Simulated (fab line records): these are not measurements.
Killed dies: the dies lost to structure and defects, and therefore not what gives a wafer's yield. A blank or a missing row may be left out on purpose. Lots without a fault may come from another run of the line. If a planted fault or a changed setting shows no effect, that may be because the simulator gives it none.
A struck lot beside a sound one / flow n5_finfet / 39 steps out of a route of 1938
Sound: wafers L565.1, L565.5, L565.6. Wafers struck: L555.1, L555.3, L555.4. The cause is named last.
Order at every step that has rows: each side's tool, ch and its chambers, its first start. Under that, the readings that differ: sound wafers / struck wafers / difference of the means / sigmas: that difference in standard deviations of wafers without a fault.
alike: readings whose means differ by less than 2 such deviations, and words and numbers that are the same on both sides. not compared: withheld readings, readings that some wafer has no value for, bounds like >300 that may hide the same value, and numbers for which the record gives no deviation and whose values overlap.
A row with sigmas, a row that says differs or no value, or rows on one side alone: a step with any of these is where the two part. Numbers that don't overlap but have no deviation are shown without sigmas and don't part them. A reading missing from all wafers of one side parts the sides only when that side holds two or more wafers.

first, 11 steps without rows for these wafers: N5_BEOL_M0_STRIP_142 (strips in N2/H2, time 10 s); N5_BEOL_M0_HM_STRIP_129 (strips TiN in peroxide tin strip, target depth 17 nm, time 108 s); N5_BEOL_M0_SRD_130 (time 30 s); N5_BEOL_M0_ETCH_109 (etches SiCN in CH3F/O2, target depth 8 nm, overetch 2.4 nm, time 27.4 s); N5_BEOL_M0_STRIP_139 (strips in post etch residue remover, time 60 s); N5_BEOL_M0_SRD_111 (time 30 s); N5_BEOL_M0_DEGAS_112 (time 60 s); N5_BEOL_M0_PRE_CLEAN_113 (time 30 s); N5_BEOL_M0_ALD_136 (deposits TaN, pulse time 2 s, purge time 3 s, co reactant purge time 2 s); N5_BEOL_M0_SURFACE_TREAT_137; N5_BEOL_M0_CVD_115 (deposits Co from CCTBA/H2, time 120 s).
N5_BEOL_M0_SPUTTER_116: material Cu, target thk 4 nm, time 7.37 s.
  sound: pvd_sputter-01 at day 10 11:29; struck: pvd_sputter-02 at day 8 02:13
  no value came back on the struck wafers for chamber_pressure_pa (Pa), chuck_gas_flow_sccm (sccm), chuck_sensor_temp_C (C), throttle_valve_pct (%); on the sound wafers chamber_pressure_pa (Pa) reads 0.07032 0.07001 0.07028
then, 25 steps without rows for these wafers: N5_BEOL_M0_ANNEAL_117 (time 60 s); N5_BEOL_M0_SPUTTER_132 (material Cu, target thk 4 nm, time 7.37 s); N5_BEOL_M0_ANNEAL_133 (time 60 s); N5_BEOL_M0_SPUTTER_134 (material Cu, target thk 4 nm, time 7.37 s); N5_BEOL_M0_ANNEAL_135 (time 60 s); N5_BEOL_M0_SPUTTER_141 (material Cu, target thk 4 nm, time 7.37 s); N5_BEOL_M0_ECD_118 (material Cu, target thk 300 nm); N5_BEOL_M0_ANNEAL_119 (time 90 s); N5_BEOL_M0_CMP_120 (polishes, stops on SiOC, t overpolish 6.9 s); N5_BEOL_M0_PRE_CLEAN_131 (time 15 s); N5_BEOL_M0_CO_CAP_123 (material Co, precursor CCTBA/H2, target thk 2 nm, time 102.1 s); N5_BEOL_M0_PRE_CLEAN_124 (time 15 s); N5_BEOL_M0_DEP_125 (deposits SiCN from 3MS/NH3, target thk 8 nm, time 14 s); N5_BEOL_M1_ILD_DEP_00 (deposits SiOC from DEMS/O2, target thk 79 nm, time 15.3 s); N5_BEOL_M1_PECVD_72 (deposits SiO2 from TEOS/O2, target thk 16 nm, time 18 s); N5_BEOL_M1_HM_DEP_02 (deposits TiN, target thk 20 nm); N5_BEOL_M1_COAT_61 (time 60 s, resist thk 60 nm); N5_BEOL_M1_COAT_62 (time 60 s, resist thk 12 nm); N5_BEOL_M1_COAT_73 (time 60 s, resist thk 5 nm); N5_BEOL_M1_COAT_05 (resist thk 30 nm); N5_BEOL_M1_EBR_07; N5_BEOL_M1_SOFTBAKE_06 (time 60 s); N5_BEOL_M1_EXPOSE_08 (exposes mask M1); N5_BEOL_M1_PEB_09 (peb time 60 s); N5_BEOL_M1_DEVELOP_10 (develop time 30 s).
-- the record jumps here: 3 days lie between the struck wafers' starts before and after (it left off in module BEOL_M1 and takes up again in module BEOL_M4, whose first step shown is number 1111 of the route) --
N5_BEOL_M4_RC_MEAS_101:
  sound on prober-01 ch 0, day 12 16:02; struck on prober-01 ch 0, day 10 20:34
reading=SS_P (mV/dec); sound=73.8 73.9 74.7; struck=73.2 72.6 72.2; difference=-1.5; sigmas=-2
  alike: DIBL_N, DIBL_P, IOFF_N, IOFF_P, ION_N, ION_P, SS_N, VT_N, VT_P
-- a jump in the record: the struck wafers' starts before and after are 5 days apart (it breaks off in module BEOL_M4 and resumes in module PASSIVATION, where the first step shown is number 1936 of the route) --
N5_PASSIVATION_PROBE_49:
  sound: prober-02 at day 16 10:31; struck: prober-01 at day 15 09:40
reading=defect_limited_yield (%); sound=94.8 92.7 92.5; struck=86.9 84.7 85.1; difference=-7.8; sigmas=-5
reading=killed_at_M0_to_M3; sound=23 32 35; struck=87 83 80; difference=+53; sigmas=+5
reading=killed_at_contacts; sound=9 5 14; struck=20 29 26; difference=+16; sigmas=+2
reading=killed_dies; sound=61 86 89; struck=155 181 176; difference=+92; sigmas=+5
reading=killed_open; sound=37 56 66; struck=72 92 93; difference=+33; sigmas=+2
reading=sort_bin_5_function (%); sound=2.7 5.0 3.7; struck=8.5 7.8 9.9; difference=+4.9; sigmas=+4
reading=sort_bin_6_memory (%); sound=1.9 2.2 3.6; struck=4.4 6.6 4.7; difference=+2.7; sigmas=+4
reading=sort_n_pass; sound=1119 1094 1091; struck=1025 999 1004; difference=-92; sigmas=-5
reading=sort_yield_pct (%); sound=94.8 92.7 92.5; struck=86.9 84.7 85.1; difference=-7.8; sigmas=-5
  alike: killed_at_M4_up, killed_at_front_end, killed_at_other, killed_short

## WHERE THEY PART
Last at N5_PASSIVATION_PROBE_49 as far as this record goes, first at N5_BEOL_M0_SPUTTER_116.

WHY: whatever the simulator had introduced
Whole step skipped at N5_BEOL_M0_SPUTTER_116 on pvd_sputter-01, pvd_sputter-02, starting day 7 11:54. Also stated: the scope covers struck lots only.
